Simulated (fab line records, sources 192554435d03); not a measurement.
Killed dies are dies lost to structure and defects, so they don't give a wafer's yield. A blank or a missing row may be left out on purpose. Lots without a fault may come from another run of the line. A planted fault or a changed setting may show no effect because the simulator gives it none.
fab line records | flow n5_finfet | part 1 of 2: steps 1 to 4 of 6
record lots=21 wafers=63 last_day=18
route steps=1938 shown ILD0@344 DUMMY_REMOVAL@377 HKMG_FIN@438 GATE_CUT@493
lots that met no fault: from a run of the same line without faults
start_h: hours from the record's first day to the start of the lot's first wafer shown | wait_h: hours since the lot's step before | " the same as in the row above | L1.1+2: a row that stands for several wafers | - no value, or no start given | * or withheld: withheld | < > ~ a bound
route shown NAME@n: a module of which the file shows steps, and the number in the route of the first | usual: mean/standard deviation of fault-free wafers | same: alike in all rows | chamber/n: place in a boat | sites: the reading at each site | _std_site: their standard deviation | _edge_site: outer sites' mean less inner sites' | radius_mm: how far each site lies from the wafer's centre | mask NAME#n: copy n | behind: the tool/chamber that last shaped the wafer | hold: why the lot was held/for how many hours/how that ended | device: the transistor (n, p or np) that didn't switch | end of line: the same wafers' tests at the end of the route | a step without rows: its recipe alone | killed: dies lost to structure and defects at the first sort, not the wafer's yield | map: a wafer's dies, x killed, . not, _ none there
set.NAME: the setting as run; set.NAME@STEP: as run at that earlier step | model.NAME: the simulator's own value behind a step, which no gauge read
steps of the route over a sample of lots; a table a step, a row a wafer
services: from which hour (start_h, from the record's first day; less than 0 if before it) a tool's chamber was out of use, for how many hours, and why
## steps
# step N5_ILD0_CMP_12
# recipe stop_on=poly-Si material=SiNx t_overpolish_s=6 post_cmp_clean=alkaline_brush down_force_psi=2.5 platen_rpm=51.8 pad_velocity_m_s=1.0307 target_thk_nm=17.67
# usual motor_current_A=8.9/0.9 overpolish_run_s=6.001/0.0089 slurry_filter_dp_kPa=13.50/0.14 time_to_endpoint_s=30.2/2.9
# columns lot.wafer tool chamber start_h wait_h motor_current_A overpolish_run_s slurry_filter_dp_kPa time_to_endpoint_s
L074.2 cmp-01 0 65.29 1.2 9.5 6.018 13.39 30.8
L074.3 " 2 " " 8.9 6.007 13.53 28.5
L074.5 " 0 " " 9.5 5.996 13.34 28.5
L075.1 cmp-04 2 71.17 1.2 8.7 6.025 13.66 32.1
L075.6 " 1 " " 7.5 6.011 13.42 33.0
L075.5 " 2 " " 8.7 5.998 13.21 31.3
L076.3 cmp-04 3 77.91 1.1 9.6 5.996 13.67 30.7
L076.1 " 0 " " 9.1 6.005 13.51 34.8
L076.5 " 3 " " 9.7 6.003 13.56 33.1
L077.2 cmp-01 2 82.43 1.2 8.8 5.984 13.46 23.4
L077.6 " 1 " " 7.7 6.009 13.46 29.1
L077.5 " 2 " " 8.8 5.984 13.35 26.8
L078.3 cmp-01 0 87.74 1.2 9.3 6.010 13.65 30.2
L078.5 " 3 " " 9.7 5.999 13.75 35.8
L078.6 " 0 " " 9.7 5.992 13.36 30.7
L079.2 cmp-04 1 93.93 1.1 7.0 6.004 13.65 30.6
L079.6 " 1 " " 7.7 6.006 13.42 31.3
L079.5 " 2 " " 8.4 6.004 13.67 31.0
L081.1 cmp-04 2 106.76 1.2 8.7 5.995 13.31 34.3
L081.4 " 3 " " 10.3 6.012 13.53 31.3
L081.6 " 0 " " 9.4 6.011 13.62 33.6
L082.1 cmp-01 1 112.65 1.1 8.2 6.012 13.41 27.5
L082.2 " 0 " " 9.6 5.993 13.68 26.5
L082.5 " 1 " " 7.8 6.003 13.34 26.7
L084.1 cmp-04 2 129.96 1.3 8.8 6.013 13.32 31.2
L084.5 " 3 " " 10.2 5.997 13.31 32.6
L084.6 " 0 " " 9.0 6.003 13.77 30.5
L085.3 cmp-03 3 133.27 1.2 9.0 6.004 13.50 31.8
L085.2 " 1 " " 8.3 6.010 13.33 30.9
L085.5 " 3 " " 8.8 6.001 13.47 32.6
L086.1 cmp-03 2 140.60 1.1 9.8 5.981 13.49 31.0
L086.6 " 2 " " 9.9 6.007 13.66 31.8
L086.5 " 3 " " 8.9 5.992 13.29 31.8
L087.3 cmp-03 0 150.46 1.1 7.8 6.011 13.68 28.9
L087.2 " 1 " " 9.1 6.002 13.34 29.9
L087.5 " 0 " " 7.5 6.009 13.50 28.2
L088.1 cmp-04 1 151.53 1.2 7.2 5.993 13.37 30.1
L088.3 " 3 " " 10.5 5.986 13.39 27.7
L088.5 " 1 " " 7.2 5.992 13.40 30.2
L090.1 cmp-03 2 166.97 1.1 9.6 6.004 13.57 27.7
L090.4 " 3 " " 8.8 6.003 13.80 27.3
L090.3 " 0 " " 7.8 6.008 13.61 26.3
L091.2 cmp-01 3 169.91 1.2 10.0 6.008 13.45 32.9
L091.1 " 0 " " 9.3 5.997 13.56 28.5
L091.5 " 3 " " 9.8 6.023 13.62 33.7
L092.2 cmp-01 1 179.64 1.1 7.5 5.996 13.52 28.0
L092.3 " 2 " " 9.1 6.002 13.34 24.6
L092.1 " 3 " " 9.5 6.005 13.51 33.9
L093.1 cmp-01 2 182.95 1.2 9.1 5.996 13.45 29.0
L093.4 " 0 " " 9.7 5.987 13.47 30.4
L093.5 " 1 " " 7.8 5.999 13.58 30.3
L094.4 cmp-04 1 187.04 1.1 7.3 6.002 13.52 30.9
L094.2 " 3 " " 10.7 6.011 13.59 30.7
L094.5 " 1 " " 7.1 5.986 13.32 33.6
L095.4 cmp-04 2 194.29 1.2 8.1 6.002 13.29 31.0
L095.2 " 3 " " 10.1 6.014 13.69 30.3
L095.3 " 0 " " 9.1 6.001 13.50 31.7
L096.3 cmp-04 2 198.33 1.2 8.9 6.014 13.68 29.8
L096.2 " 3 " " 9.4 6.009 13.42 31.0
L096.6 " 1 " " 7.6 5.996 13.46 31.8
L097.1 cmp-03 1 205.69 1.1 8.4 6.000 13.24 30.0
L097.6 " 1 " " 8.5 5.997 13.57 31.4
L097.5 " 2 " " 9.8 5.992 13.37 29.7
# step N5_DUMMY_REMOVAL_HM_STRIP_01
# recipe chemistry=CH3F/O2 material=SiNx target_depth_a=40 stop_on=poly-Si time_s=6.8 over_etch_frac=0.3 ion_energy_ev=60 power_w=410 bias_w=29 Ar_flow_sccm=150 CH3F_flow_sccm=30 O2_flow_sccm=20
# usual chamber_pressure_mTorr=30.000/0.028 drypump_motor_current_A=5.6/0.44 oes_product_au=0.61/0.043 rf_vpp_V=127.5/0.92 showerhead_plenum_p_Torr=2.00/0.051 throttle_valve_pct=16.41/0.13
# columns lot.wafer tool chamber start_h wait_h chamber_pressure_mTorr drypump_motor_current_A oes_product_au rf_hours_counter_h rf_vpp_V showerhead_plenum_p_Torr throttle_valve_pct
L074.2 rie_diel-04 0 70.57 0.0 30.001 6.1 0.61 162 127.0 2.00 16.36
L074.3 " 3 " " 29.953 5.0 0.57 211 127.8 1.99 16.53
L074.5 " 2 " " 29.976 6.5 0.57 - 127.5 1.91 16.33
L075.1 rie_diel-05 0 76.96 0.0 29.993 5.8 0.61 158 129.2 2.08 16.41
L075.5 " 0 " " 30.002 5.8 0.61 - 129.0 2.08 16.39
L075.6 " 1 " " 29.973 5.6 0.60 - 128.3 1.99 16.35
L076.1 rie_diel-04 0 83.13 0.0 29.973 6.2 0.61 166 128.4 2.00 16.37
L076.3 " 2 " " 29.974 6.5 0.57 212 126.2 1.91 16.34
L076.5 " 2 " " 30.010 6.5 0.57 - 126.1 1.91 16.33
L077.2 rie_diel-04 2 87.21 0.0 30.029 6.5 0.57 213 126.6 1.91 16.35
L077.5 " 1 " " 29.998 5.6 0.66 - 127.0 2.02 16.56
L077.6 " 2 " " 30.007 6.5 0.57 - 126.5 1.91 16.34
L078.3 rie_diel-03 2 93.70 0.0 30.026 5.1 0.56 221 127.1 2.07 16.31
L078.5 " 0 " " 29.961 5.5 0.73 - 126.8 1.96 16.19
L078.6 " 3 " " 29.963 5.6 0.63 - 128.0 2.09 16.62
L079.2 rie_diel-03 0 99.04 0.0 30.016 5.4 0.73 30 126.7 1.96 16.19
L079.5 " 1 " " 29.976 5.1 0.64 - 128.4 2.01 16.32
L079.6 " 0 " " 30.040 5.5 0.73 - 127.2 1.96 16.20
L081.1 rie_diel-04 0 113.52 0.1 30.029 6.1 0.60 173 128.0 2.00 16.37
L081.4 " 2 " " 30.014 6.5 0.56 221 126.8 1.91 16.36
L081.6 " 2 " " 29.953 6.6 0.57 - 127.5 1.91 16.38
L082.1 rie_diel-03 1 119.18 0.1 29.999 5.1 0.63 132 128.1 2.01 16.31
L082.2 " 2 " " 29.987 5.1 0.56 227 130.2 2.06 16.31
L082.5 " 2 " " 29.989 5.1 0.55 - 128.0 2.06 16.31
L084.1 rie_diel-04 3 134.70 0.0 30.018 5.0 0.56 225 127.0 1.98 16.55
L084.5 " 1 " " 29.980 5.5 0.65 - 127.1 2.01 16.59
L084.6 " 0 " " 30.021 6.1 0.61 - 128.0 2.00 16.37
L085.2 rie_diel-03 2 138.03 0.1 29.958 5.1 0.55 236 128.0 2.06 16.33
L085.3 " 1 " " 29.989 5.1 0.62 140 126.3 2.00 16.33
L085.5 " 1 " " 30.001 5.1 0.62 - 127.0 2.00 16.34
L086.1 rie_diel-03 2 145.38 0.0 30.022 5.1 0.55 238 128.3 2.06 16.32
L086.5 " 3 " " 29.971 5.6 0.62 - 127.3 2.09 16.65
L086.6 " 2 " " 30.037 5.1 0.54 - 127.8 2.06 16.35
L087.2 rie_diel-03 3 155.53 0.1 29.995 5.6 0.61 153 127.5 2.08 16.66
L087.3 " 1 " " 29.993 5.1 0.62 146 127.4 2.00 16.33
L087.5 " 3 " " 29.997 5.6 0.61 - 127.6 2.08 16.65
L088.1 rie_diel-04 3 157.40 0.0 30.004 5.0 0.56 231 126.0 1.98 16.57
L088.3 " 1 " " 30.039 5.5 0.64 107 128.0 2.01 16.58
L088.5 " 2 " " 29.976 6.5 0.56 - 126.3 1.90 16.37
L090.1 rie_diel-05 2 173.54 0.0 29.982 5.3 0.59 175 127.4 2.00 16.28
L090.3 " 3 " " 29.971 5.8 0.61 162 128.0 1.98 16.37
L090.4 " 1 " " 29.991 5.6 0.58 189 125.7 1.98 16.39
L091.1 rie_diel-05 2 174.64 0.0 29.949 5.3 0.59 175 127.6 2.00 16.29
L091.2 " 1 " " 29.974 5.6 0.57 189 126.6 1.98 16.40
L091.5 " 1 " " 30.048 5.6 0.59 - 127.0 1.98 16.40
L092.1 rie_diel-05 2 185.22 0.0 30.028 5.2 0.59 179 126.8 2.00 16.28
L092.2 " 0 " " 30.020 5.8 0.58 191 129.2 2.07 16.47
L092.3 " 3 " " 29.990 5.8 0.61 164 126.9 1.98 16.38
L093.1 rie_diel-04 2 189.05 0.0 29.961 6.5 0.56 236 126.1 1.90 16.41
L093.4 " 0 " " 29.971 6.2 0.59 188 126.3 1.99 16.41
L093.5 " 1 " " 30.003 5.5 0.63 - 126.3 2.01 16.60
L094.2 rie_diel-03 1 193.15 0.0 30.010 5.1 0.60 156 127.6 2.00 16.37
L094.4 " 1 " " 30.020 5.1 0.61 - 127.5 2.00 16.37
L094.5 " 0 " " 30.062 5.4 0.70 - 126.9 1.95 16.27
L095.2 rie_diel-05 3 198.97 0.0 30.034 5.8 0.61 168 127.1 1.98 16.38
L095.3 " 0 " " 30.038 5.8 0.59 194 127.5 2.06 16.46
L095.4 " 1 " " 30.010 5.6 0.58 195 127.8 1.98 16.43
L096.2 rie_diel-04 2 203.18 0.0 30.000 6.5 0.56 240 126.7 1.90 16.39
L096.3 " 1 " " 29.957 5.5 0.63 118 126.9 2.01 16.60
L096.6 " 0 " " 30.027 6.1 0.59 - 127.2 1.99 16.43
L097.1 rie_diel-05 0 211.05 0.0 30.089 5.8 0.59 198 126.9 2.06 16.49
L097.5 " 2 " " 30.038 5.2 0.59 - 127.0 1.99 16.29
L097.6 " 3 " " 29.963 5.9 0.62 - 128.6 1.98 16.39
# step N5_HKMG_FIN_ETCH_35
# recipe chemistry=N2/H2 target=SOC target_depth_a=2158 ion_energy_ev=65 bias_w=5 source_w=3000 time_s=243.4 pressure_mtorr=30 n2_flow_sccm=200 h2_flow_sccm=200
# usual chamber_pressure_mTorr=29.999/0.027 drypump_motor_current_A=5.6/0.53 oes_product_au=0.80/0.11 rf_vpp_V=141.3/1.1 showerhead_plenum_p_Torr=2.52/0.088 throttle_valve_pct=17.82/0.23
# columns lot.wafer tool chamber start_h wait_h chamber_pressure_mTorr drypump_motor_current_A oes_product_au rf_hours_counter_h rf_vpp_V showerhead_plenum_p_Torr throttle_valve_pct
L074.2 rie_diel-02 0 76.09 0.0 29.941 5.6 0.75 157 141.2 2.44 18.00
L074.3 " 1 " " 29.991 5.4 0.68 207 141.3 2.40 17.81
L074.5 " 3 " " 30.018 6.5 0.71 - 140.3 2.44 17.83
L075.1 rie_diel-01 2 82.41 0.0 30.004 5.1 0.71 213 142.2 2.51 17.81
L075.5 " 2 " " 30.046 5.2 0.71 - 141.1 2.51 17.83
L075.6 " 1 " " 29.988 6.7 0.71 - 140.2 2.51 18.23
L076.1 rie_diel-06 1 88.86 0.0 29.985 4.9 0.83 84 142.3 2.57 17.52
L076.3 " 2 " " 29.992 5.5 0.90 25 142.8 2.60 17.96
L076.5 " 2 " " 29.992 5.5 0.91 - 142.5 2.60 17.98
L077.2 rie_diel-01 0 93.64 0.0 30.005 6.0 0.81 84 141.6 2.56 17.70
L077.5 " 1 " " 29.999 6.7 0.71 - 142.2 2.51 18.24
L077.6 " 2 " " 29.990 5.1 0.71 - 141.6 2.51 17.83
L078.3 rie_diel-06 3 101.11 0.0 30.000 5.3 0.69 242 141.9 2.50 17.78
L078.5 " 0 " " 29.991 5.5 0.70 - 140.3 2.41 18.20
L078.6 " 3 " " 30.013 5.3 0.69 - 140.8 2.51 17.79
L079.2 rie_diel-01 1 105.05 0.0 29.985 6.7 0.70 233 139.9 2.50 18.23
L079.5 " 3 " " 30.017 6.1 0.68 - 140.5 2.50 18.14
L079.6 " 2 " " 29.999 5.2 0.70 - 141.4 2.51 17.84
L081.1 rie_diel-01 0 120.24 0.0 30.039 6.0 0.79 96 141.5 2.56 17.72
L081.4 " 2 " " 29.992 5.1 0.70 - 142.2 2.50 17.84
L081.6 " 0 " " 30.026 6.0 0.80 - 141.1 2.56 17.72
L082.1 rie_diel-02 0 125.72 0.0 30.007 5.6 0.74 165 141.3 2.43 17.98
L082.2 " 2 " " 30.076 5.4 0.68 245 138.9 2.41 18.14
L082.5 " 3 " " 29.997 6.6 0.70 - 142.4 2.44 17.85
L084.1 rie_diel-06 3 140.83 0.0 30.003 5.3 0.99 3 140.7 2.50 17.41
L084.5 " 3 " " 29.975 5.3 0.98 - 141.6 2.50 17.44
L084.6 " 1 " " 29.997 4.9 0.82 - 142.2 2.56 17.57
L085.2 rie_diel-06 2 143.32 0.0 30.001 5.5 0.86 47 141.2 2.59 18.00
L085.3 " 3 " " 30.059 5.3 0.98 4 141.5 2.50 17.42
L085.5 " 1 " " 30.027 4.9 0.81 - 142.0 2.56 17.57
L086.1 rie_diel-06 2 150.65 0.0 29.972 5.5 0.86 51 142.1 2.59 18.02
L086.5 " 1 " " 29.998 4.9 0.80 - 140.6 2.55 17.58
L086.6 " 3 " " 30.042 5.3 0.97 - 140.5 2.50 17.42
L087.2 rie_diel-01 2 160.84 0.0 29.958 5.1 0.69 251 138.7 2.50 17.89
L087.3 " 0 " " 30.045 6.0 0.77 117 141.8 2.55 17.76
L087.5 " 2 " " 30.021 5.1 0.69 - 142.5 2.50 17.87
L088.1 rie_diel-06 1 162.96 0.0 30.016 4.9 0.80 118 142.1 2.55 17.59
L088.3 " 0 " " 30.012 5.5 1.00 0 142.1 2.72 17.74
L088.5 " 0 " " 30.005 5.5 1.01 - 142.3 2.72 17.75
L090.1 rie_diel-02 3 178.99 0.0 30.039 6.6 0.69 209 140.5 2.44 17.86
L090.3 " 2 " " 29.973 5.4 0.97 8 142.7 2.72 17.70
L090.4 " 0 " " 29.972 5.6 0.74 187 141.8 2.42 18.02
L091.1 rie_diel-06 0 180.03 0.0 30.038 5.5 0.98 5 141.0 2.72 17.76
L091.2 " 2 " " 29.984 5.5 0.85 60 142.3 2.58 18.03
L091.5 " 2 " " 29.979 5.5 0.85 - 141.9 2.58 18.03
L092.1 rie_diel-02 1 190.54 0.0 29.982 5.4 0.66 240 141.2 2.38 17.85
L092.2 " 2 " " 29.981 5.4 0.96 11 142.6 2.72 17.72
L092.3 " 0 " " 29.988 5.6 0.73 190 140.6 2.42 18.03
L093.1 rie_diel-06 2 194.34 0.0 30.019 5.5 0.84 65 142.0 2.58 18.04
L093.4 " 0 " " 30.017 5.5 0.96 11 144.0 2.72 17.78
L093.5 " 0 " " 29.982 5.5 0.96 - 143.7 2.72 17.76
L094.2 rie_diel-01 3 198.51 0.0 29.986 6.1 0.90 23 141.9 2.49 17.76
L094.4 " 1 " " 29.962 6.7 0.94 13 141.0 2.49 17.84
L094.5 " 1 " " 29.987 6.7 0.94 - 141.3 2.49 17.84
L095.2 rie_diel-06 0 204.38 0.0 29.986 5.5 0.95 13 141.5 2.72 17.77
L095.3 " 1 " " 30.018 4.9 0.79 130 140.6 2.55 17.61
L095.4 " 2 " " 30.036 5.5 0.84 68 140.6 2.58 18.04
L096.2 rie_diel-02 3 211.01 0.0 29.962 6.6 0.68 220 141.4 2.43 17.89
L096.3 " 2 " " 29.978 5.4 0.92 18 141.5 2.72 17.74
L096.6 " 0 " " 29.979 5.6 0.72 - 139.0 2.42 18.06
L097.1 rie_diel-06 3 216.82 0.0 29.964 5.3 0.91 29 141.4 2.49 17.47
L097.5 " 1 " " 30.008 4.9 0.78 - 142.1 2.54 17.62
L097.6 " 3 " " 30.011 5.3 0.91 - 141.7 2.49 17.46
# step N5_HKMG_FIN_ALD_72
# recipe material=W target_thk_a=20 temp_c=300 pressure_torr=7.5 ald_precursor_family=WF6 ald_co_reactant=B2H6 pulse_time_s=1 purge_time_s=2 co_reactant_purge_time_s=2 co_reactant_pulse_time_s=3 ald_cycles=7
# usual heater_power_w=490/27 precursor_pulse_height_rel=1.000/0.021
# columns lot.wafer tool chamber start_h wait_h heater_power_w precursor_pulse_height_rel
L074.2 cvd_w-02 1 79.29 0.2 474 0.977
L074.3 " 0 " " 527 0.995
L074.5 " 0 " " 512 1.018
L075.1 cvd_w-02 0 85.60 0.2 518 0.984
L075.5 " 1 " " 470 0.962
L075.6 " 0 " " 513 1.035
L076.1 cvd_w-02 0 92.12 0.2 528 0.993
L076.3 " 0 " " 539 1.008
L076.5 " 1 " " 475 1.022
L077.2 cvd_w-01 1 96.92 0.2 495 0.972
L077.5 " 1 " " 484 1.014
L077.6 " 0 " " 450 0.987
L078.3 cvd_w-01 1 104.81 0.2 484 1.018
L078.5 " 1 " " 494 1.019
L078.6 " 0 " " 466 1.013
L079.2 cvd_w-02 0 108.82 0.2 516 0.983
L079.5 " 1 " " 468 1.001
L079.6 " 0 " " 521 1.041
L081.1 cvd_w-01 1 123.87 0.2 498 0.989
L081.4 " 1 " " 485 0.990
L081.6 " 1 " " 481 0.984
L082.1 cvd_w-02 0 128.97 0.2 522 0.994
L082.2 " 1 " " 473 1.004
L082.5 " 0 " " 525 1.035
L084.1 cvd_w-02 0 144.06 0.2 518 1.008
L084.5 " 1 " " 459 0.981
L084.6 " 0 " " 506 0.991
L085.2 cvd_w-02 0 146.55 0.2 521 0.975
L085.3 " 1 " " 466 0.978
L085.5 " 1 " " 470 0.993
L086.1 cvd_w-01 0 154.17 0.2 457 1.015
L086.5 " 1 " " 477 0.991
L086.6 " 0 " " 461 1.020
L087.2 cvd_w-01 1 164.04 0.2 498 1.007
L087.3 " 0 " " 466 0.968
L087.5 " 1 " " 489 1.027
L088.1 cvd_w-02 1 166.29 0.2 462 0.986
L088.3 " 0 " " 523 0.993
L088.5 " 0 " " 535 1.003
L090.1 cvd_w-01 0 182.26 0.2 454 1.024
L090.3 " 1 " " 502 1.011
L090.4 " 0 " " 454 0.983
L091.1 cvd_w-02 0 183.26 0.2 521 1.019
L091.2 " 1 " " 482 1.001
L091.5 " 1 " " 467 0.960
L092.1 cvd_w-01 1 193.81 0.2 485 0.991
L092.2 " 0 " " 459 0.997
L092.3 " 1 " " 483 1.008
L093.1 cvd_w-01 0 197.54 0.2 464 1.029
L093.4 " 0 " " 462 1.009
L093.5 " 1 " " 495 0.982
L094.2 cvd_w-02 0 202.01 0.2 538 1.016
L094.4 " 0 " " 538 1.036
L094.5 " 0 " " 523 1.028
L095.2 cvd_w-01 1 207.74 0.2 490 0.994
L095.3 " 0 " " 460 1.003
L095.4 " 1 " " 501 1.019
L096.2 cvd_w-01 0 214.70 0.2 446 0.997
L096.3 " 1 " " 496 1.024
L096.6 " 0 " " 465 0.987
L097.1 cvd_w-02 1 220.19 0.2 463 0.956
L097.5 " 1 " " 470 1.010
L097.6 " 0 " " 536 0.965
